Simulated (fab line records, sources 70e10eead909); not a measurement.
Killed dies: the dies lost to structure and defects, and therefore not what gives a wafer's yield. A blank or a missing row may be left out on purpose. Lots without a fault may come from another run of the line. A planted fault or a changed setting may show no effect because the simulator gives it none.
Matching of chambers :: flow nand-harc :: NHARC_A_M0_PRE_CLEAN_31 on pecvd-04: 3 sister chambers
The step time 12 s. 6 wafers are shown with their chamber, then 11 later ones without.

## WAFERS, EACH WITH ITS CHAMBER
wafer: L088.1
chamber: 0
heater-power-w (W): 689

wafer: L088.3
chamber: 2
heater-power-w (W): 539

wafer: L088.4
chamber: 2
heater-power-w (W): 550

wafer: L088.5
chamber: 1
heater-power-w (W): 722

wafer: L088.6
chamber: 0
heater-power-w (W): 675

wafer: L095.2
chamber: 1
heater-power-w (W): 620

## WAFERS WHOSE CHAMBER IS MISSING
wafer: L095.4
heater-power-w (W): 653

wafer: L095.6
heater-power-w (W): 681

wafer: L089.1
heater-power-w (W): 715

wafer: L089.3
heater-power-w (W): 571

wafer: L089.6
heater-power-w (W): 701

wafer: L094.1
heater-power-w (W): 685

wafer: L094.4
heater-power-w (W): 652

wafer: L094.6
heater-power-w (W): 684

wafer: L097.1
heater-power-w (W): 743

wafer: L097.2
heater-power-w (W): 738

wafer: L097.6
heater-power-w (W): 743

## THE CHAMBER EACH PASSED THROUGH
wafer: L095.4
from the rows above: can't be placed: 1 or 0
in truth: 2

wafer: L095.6
from the rows above: can't be placed: 0 or 1
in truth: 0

wafer: L089.1
from the rows above: can't be placed: 0 or 1
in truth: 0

wafer: L089.3
from the rows above: can't be placed: 2 or 1 or 0
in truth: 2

wafer: L089.6
from the rows above: can't be placed: 0 or 1
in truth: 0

wafer: L094.1
from the rows above: can't be placed: 0 or 1
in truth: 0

wafer: L094.4
from the rows above: can't be placed: 1 or 0
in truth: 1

wafer: L094.6
from the rows above: can't be placed: 0 or 1
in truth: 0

wafer: L097.1
from the rows above: can't be placed: 0 or 1
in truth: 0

wafer: L097.2
from the rows above: can't be placed: 0 or 1
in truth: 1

wafer: L097.6
from the rows above: can't be placed: 0 or 1
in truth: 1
0 of 11 placed correctly. These rows do not allow placing 11 (true chamber among the candidates in 10). 0 placed wrongly.
How it was worked out, from the rows above alone: a wafer's distance from a chamber is the root of the sum, over the readings, of the square of ((its reading less the chamber's mean) divided by the reading's scatter). The wafer belongs to the nearest chamber; if the next one is less than 2 further off, it can't be placed. Each chamber's mean is taken over the wafers shown for it. The scatter: the root of (the sum of the squares of (reading less its chamber's mean) over the shown wafers, divided by (wafers less chambers)).
